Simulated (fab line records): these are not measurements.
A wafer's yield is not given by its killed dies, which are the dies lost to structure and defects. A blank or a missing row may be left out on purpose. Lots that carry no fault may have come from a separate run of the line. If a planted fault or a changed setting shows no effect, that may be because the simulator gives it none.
A struck lot beside a sound one / flow nand_harc / 20 out of 1159 route steps
Sound: these wafers, L174.1, L174.5, L174.6. The struck wafers were L183.2, L183.3, L183.6. The cause is named last.
Each step with rows lists, per side, the tool, then ch with its chambers, then its first start. Under that, the readings that differ: sound wafers / struck wafers / difference of the means / sigmas: that difference in standard deviations of wafers without a fault.
alike: readings whose means differ by less than 2 such deviations, and words and numbers that are the same on both sides. not compared: withheld readings, readings that some wafer has no value for, bounds like >300 that may hide the same value, and numbers for which the record gives no deviation and whose values overlap.
Wherever a step has rows on one side only, a row that says differs or no value, or a row with sigmas, the two part there. Non-overlapping numbers with no deviation appear without sigmas and do not part them. Lack of a reading on every wafer of one side parts them only where that side has two or more wafers.

NHARC_P_GATE_ALD_36: deposits SiNx, target thk 20 nm, pulse time 60 s, ald cycles 223.
  sound on ald_sin-03 ch 1,2, day 5 23:19; struck on ald_sin-03 ch 0,1, day 8 05:06
  alike: heater_power_w, precursor_pulse_height_rel
NHARC_P_GATE_ETCHBACK_37: etches the open film in CHF3/O2, target depth 34.5 nm, time 17.2 s.
  sound on rie_diel-03 ch 1,2; struck on rie_diel-03 ch 2,3
  alike: drypump_motor_current_A, o2_flow_sccm, oes_product_au, rf_vpp_V, showerhead_plenum_p_Torr, throttle_valve_pct
  not compared: rf_hours_counter_h
NHARC_P_GATE_STRIP_101: strips in O2, time 20 s.
  sound on rie_diel-03 ch 0,2,3, day 6 07:54; struck on rie_diel-03 ch 2,3, day 8 14:58
  alike: drypump_motor_current_A, o2_flow_sccm, oes_product_au, rf_vpp_V, showerhead_plenum_p_Torr, throttle_valve_pct
  not compared: rf_hours_counter_h
then, 9 steps without rows for these wafers: NHARC_P_GATE_PRECLEAN_97 (cleans in SPM, time 600 s); NHARC_P_GATE_SRD_98; NHARC_P_GATE_PRECLEAN_99 (cleans in SC1); NHARC_P_GATE_SRD_100; NHARC_P_GATE_DEHYDRATE_38 (time 120 s); NHARC_P_GATE_HMDS_39 (time 30 s); NHARC_P_GATE_COAT_40; NHARC_P_GATE_SOFTBAKE_41 (time 95 s); NHARC_P_GATE_EBR_42.
NHARC_P_GATE_EXPOSE_43: exposes mask P NSD, target cd 720 nm.
  sound on krf_scanner-03 ch 0, day 6 08:39; struck on krf_scanner-01 ch 0, day 8 15:44
reading=exposure_dose_mJ_cm2; sound=14.801 14.814 14.813; struck=10.403 10.404 10.406; difference=-4.405; sigmas=-99 or more
  alike: mask
then, 2 steps without rows for these wafers: NHARC_P_GATE_PEB_44 (peb time 85 s); NHARC_P_GATE_DEVELOP_45 (time 70 s).
NHARC_P_GATE_CD_MEAS_46 targets a cd of 720 nm.
  sound on cd_sem-01 ch 0, day 6 08:49; struck on cd_sem-02 ch 0, day 8 15:53
reading=cd_nm (nm); sound=720.4 718.5 719.9; struck=658.3 658.9 660.5; difference=-60.4; sigmas=-50
then, 1 step without rows for these wafers: NHARC_P_GATE_HARDBAKE_47 (time 80 s).
NHARC_P_GATE_DESCUM_48: chemistry O2, time 3 s.
  sound on rie_diel-03 ch 0,2,3, day 6 09:01; struck on rie_diel-07 ch 1,2, day 8 16:03
reading=model.P_GATE.cd_nm (nm); sound=720.4 718.6 720.2; struck=658.3 658.3 660.2; difference=-60.8; sigmas=
  alike: drypump_motor_current_A, o2_flow_sccm, oes_product_au, rf_vpp_V, showerhead_plenum_p_Torr, throttle_valve_pct
  not compared: rf_hours_counter_h
then, 2 steps without rows for these wafers: NHARC_P_GATE_IMPLANT_49; NHARC_END_SORT_01.

## WHERE THEY PART
Earliest at NHARC_P_GATE_EXPOSE_43; latest, in this record, at NHARC_P_GATE_CD_MEAS_46. Later steps at which nothing parts them and some readings are alike: NHARC_P_GATE_DESCUM_48.

WHY: what the simulator had put in
Drift in process parameters on krf_scanner-01 at NHARC_P_GATE_EXPOSE_43, starting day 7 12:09. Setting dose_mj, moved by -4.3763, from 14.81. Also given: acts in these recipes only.
